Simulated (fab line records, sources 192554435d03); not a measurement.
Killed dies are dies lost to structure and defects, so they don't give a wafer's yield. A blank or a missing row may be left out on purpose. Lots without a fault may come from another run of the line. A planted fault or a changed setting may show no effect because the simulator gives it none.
A struck lot beside a sound one | flow n5_finfet | 40 steps out of a route of 1938
Sound: wafers L901.2, L901.3, L901.6. Struck: wafers L899.3, L899.4, L899.6. The cause comes at the end.
At each step with rows: each side's tool, then ch and its chambers, then its first start. Under that, the readings that differ: sound wafers | struck wafers | difference of the means | sigmas: that difference in standard deviations of wafers without a fault.
alike: readings whose means differ by less than 2 such deviations, and words and numbers that are the same on both sides. not compared: withheld readings, readings that some wafer has no value for, bounds like >300 that may hide the same value, and numbers for which the record gives no deviation and whose values overlap.
The two part at a step that has a row with sigmas, a row that says differs or no value, or rows on one side only. Numbers that don't overlap but have no deviation are shown without sigmas and don't part them. A reading that every wafer of one side lacks parts them only if that side has two wafers or more.

first, 11 steps without rows for these wafers: N5_STI_FIN_REVEAL_CMP_04 (polishes, stops on Si3N4, t overpolish 4 s, target thk 131.83 nm); N5_STI_FIN_REVEAL_DENSIFY_30; N5_STI_FIN_REVEAL_ETCHBACK_08 (etches SiO2 in C4F6/O2, target depth 30.5 nm, time 10.167 s); N5_STI_FIN_REVEAL_STRIP_24 (strips in N2/H2, time 90 s); N5_STI_FIN_REVEAL_PRECLEAN_25 (cleans in SPM, time 90 s); N5_STI_FIN_REVEAL_PRECLEAN_26 (cleans in SC1, time 45 s); N5_STI_FIN_REVEAL_PRECLEAN_29 (cleans in DHF, time 30 s); N5_STI_FIN_REVEAL_SRD_12 (time 30 s); N5_STI_FIN_REVEAL_RECESS_09 (chemistry HF/NH3, target SiO2, afs cycles 11, target depth 42.5 nm, sublimation time 60 s); N5_STI_FIN_REVEAL_STRIP_16 (strips SiNx in H3PO4, target depth 23.8 nm); N5_STI_FIN_REVEAL_PRECLEAN_17 (cleans in NF3:NH3, afs cycles 1, time 20 s, sublimation time 60 s).
N5_STI_FIN_REVEAL_ETCH_34: etches Si in H2, material Si, target depth 0.97 nm.
  sound on rie_si-03 ch 1,2,3, day 6 11:29; struck on rie_si-03 ch 0,1, day 6 00:18
  no value came back on the struck wafers for any of 6 readings (bias_w (W), chamber_pressure_mTorr (mTorr) and others); on the sound wafers bias_w (W) reads 0 0 0
  not compared: rf_hours_counter_h
then, 7 steps without rows for these wafers: N5_STI_FIN_REVEAL_OXIDATION_31 (chemistry O2 PLASMA REMOTE, time 20 s); N5_STI_FIN_REVEAL_PRECLEAN_32 (cleans in NF3:NH3, afs cycles 1, time 20 s, sublimation time 60 s); N5_STI_FIN_REVEAL_STRIP_35 (strips Si3N4 in H3PO4, target depth 4 nm, time 39 s); N5_STI_FIN_REVEAL_SRD_21 (time 30 s); N5_STI_FIN_REVEAL_OXIDATION_33 (chemistry O2 PLASMA REMOTE, time 20 s); N5_STI_FIN_REVEAL_CLEAN_19 (cleans in O3/DIW, time 120 s); N5_STI_FIN_REVEAL_SRD_23 (time 30 s).
N5_STI_FIN_REVEAL_CD_MEAS_22: target cd 6.238 nm, pitch 28 nm.
  sound on cd_sem-01, day 6 12:04; struck on cd_sem-03, day 6 00:53
  reading    | sound       | struck      | difference | sigmas
  cd_nm (nm) | 6.5 5.7 6.2 | 8.2 8.4 8.1 | +2.1       | +7
then, 18 steps without rows for these wafers: N5_STI_FIN_REVEAL_PRECLEAN_18 (cleans in SC2, time 45 s); N5_STI_FIN_REVEAL_SRD_28 (time 30 s); N5_DUMMY_GATE_PRECLEAN_00 (cleans in O3/DIW, time 60 s); N5_DUMMY_GATE_SRD_01 (time 30 s); N5_DUMMY_GATE_ALD_02 (deposits SiO2, target thk 2 nm, pulse time 1 s); N5_DUMMY_GATE_CVD_03 (deposits a-Si from SiH4, target thk 150 nm, time 8042 s); N5_DUMMY_GATE_PRECLEAN_46 (cleans in DIW, time 89.5 s); N5_DUMMY_GATE_SRD_47 (dry time 32 s); N5_DUMMY_GATE_CMP_04 (polishes a-Si); N5_DUMMY_GATE_HM_DEP_06 (deposits SiNx from DCS/NH3, target thk 80 nm, time 5141 s); N5_DUMMY_GATE_PECVD_30 (deposits SiO2 from TEOS/O2, target thk 55 nm, time 10.8 s); N5_DUMMY_GATE_COAT_34 (time 60 s, resist thk 60 nm); N5_DUMMY_GATE_COAT_35 (time 60 s, resist thk 10 nm); N5_DUMMY_GATE_COAT_28 (time 60 s, resist thk 10 nm); N5_DUMMY_GATE_COAT_09 (resist thk 30 nm); N5_DUMMY_GATE_EBR_11; N5_DUMMY_GATE_SOFTBAKE_10 (time 60 s); N5_DUMMY_GATE_EXPOSE_12 (exposes mask GATE, target cd 25 nm).
-- the record jumps here: 7 days lie between the struck wafers' starts before and after (it left off in module DUMMY_GATE and takes up again in module BEOL_M4, whose first step shown is number 1111 of the route) --
N5_BEOL_M4_RC_MEAS_101:
  sound on prober-01 ch 0, day 12 21:37; struck on prober-01 ch 0, day 12 17:08
  reading             | sound                     | struck                     | difference | sigmas
  DIBL_N (mV/V)       | 40.2 33.0 35.6            | 49.5 47.1 50.4             | +12.7      | +6
  DIBL_P (mV/V)       | 41.3 33.5 37.4            | 52.4 50.9 53.4             | +14.8      | +5
  IOFF_N (nA/um)      | 0.24 0.11 0.15            | 0.93 0.70 0.91             | +0.68      | +15
  IOFF_N_85C (nA/um)  | 4.3 2.2 2.9               | 13.7 10.8 13.3             | +9.5       | +13
  IOFF_N_LIN (nA/um)  | 0.097 0.052 0.070         | 0.378 0.330 0.363          | +0.284     | +17
  IOFF_N_LONG (nA/um) | 5.24e-05 5.3e-05 5.27e-05 | 8.76e-05 8.76e-05 8.78e-05 | +3.50e-05  | +14
  IOFF_P (nA/um)      | 0.26 0.15 0.20            | 0.81 0.74 0.82             | +0.59      | +11
  IOFF_P_85C (nA/um)  | 4.4 2.7 3.5               | 11.1 10.1 11.2             | +7.3       | +10
  IOFF_P_LIN (nA/um)  | 0.113 0.077 0.096         | 0.361 0.344 0.359          | +0.259     | +14
  IOFF_P_LONG (nA/um) | 9.5e-05 9.6e-05 9.7e-05   | 0.000137 0.000143 0.000142 | +0.000045  | +5
  ION_N (uA/um)       | 686 662 683               | 754 769 751                | +81        | +6
  ION_P (uA/um)       | 463 449 464               | 501 513 492                | +43        | +5
  REXT_N (ohm.um)     | 76.0 75.4 75.9            | 66.0 66.1 66.5             | -9.6       | -5
  REXT_P (ohm.um)     | 100.1 99.3 98.1           | 90.1 89.0 89.3             | -9.7       | -4
  SS_N (mV/dec)       | 73.7 71.2 71.9            | 74.8 74.2 75.7             | +2.6       | +4
  SS_P (mV/dec)       | 74.5 71.2 72.9            | 78.0 76.4 77.9             | +4.6       | +5
  VT_N (mV)           | 244 254 251               | 223 222 224                | -27        | -7
  VT_N_LONG (mV)      | 277.6 275.8 276.0         | 255.6 257.6 260.0          | -18.7      | -9
  VT_N_LVT (mV)       | 95 104 100                | 69 70 72                   | -29        | -8
  VT_P (mV)           | -249 -256 -250            | -234 -230 -233             | +19        | +5
  VT_P_LONG (mV)      | -281 -277 -278            | -265 -264 -263             | +15        | +4
  VT_P_LVT (mV)       | -98 -105 -102             | -81 -81 -81                | +21        | +6
-- the record jumps here: 4 days lie between the struck wafers' starts before and after (it left off in module BEOL_M4 and takes up again in module PASSIVATION, whose first step shown is number 1936 of the route) --
N5_PASSIVATION_PROBE_49:
  sound on prober-01, day 17 14:40; struck on prober-01, day 17 02:46
  reading                | sound          | struck         | difference | sigmas
  sort_bin_4_leakage (%) | 0 0 0          | 88.2 89.2 92.4 | +89.9      | +99 or more
  sort_n_pass            | 1088 1065 1099 | 0 5 0          | -1082      | -68
  sort_yield_pct (%)     | 92.2 90.3 93.1 | 0 0.4 0        | -92        | -66
  alike: defect_limited_yield, killed_at_M0_to_M3, killed_at_M4_up, killed_at_contacts, killed_at_front_end, killed_at_other, killed_dies, killed_open, killed_short, sort_bin_5_function, sort_bin_6_memory

WHERE THEY PART
First at N5_STI_FIN_REVEAL_ETCH_34; last, within this record, at N5_PASSIVATION_PROBE_49.

WHY: what the simulator had put in
Skipped step whole: rie_si-03, from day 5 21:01 on, at N5_STI_FIN_REVEAL_ETCH_34. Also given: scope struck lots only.
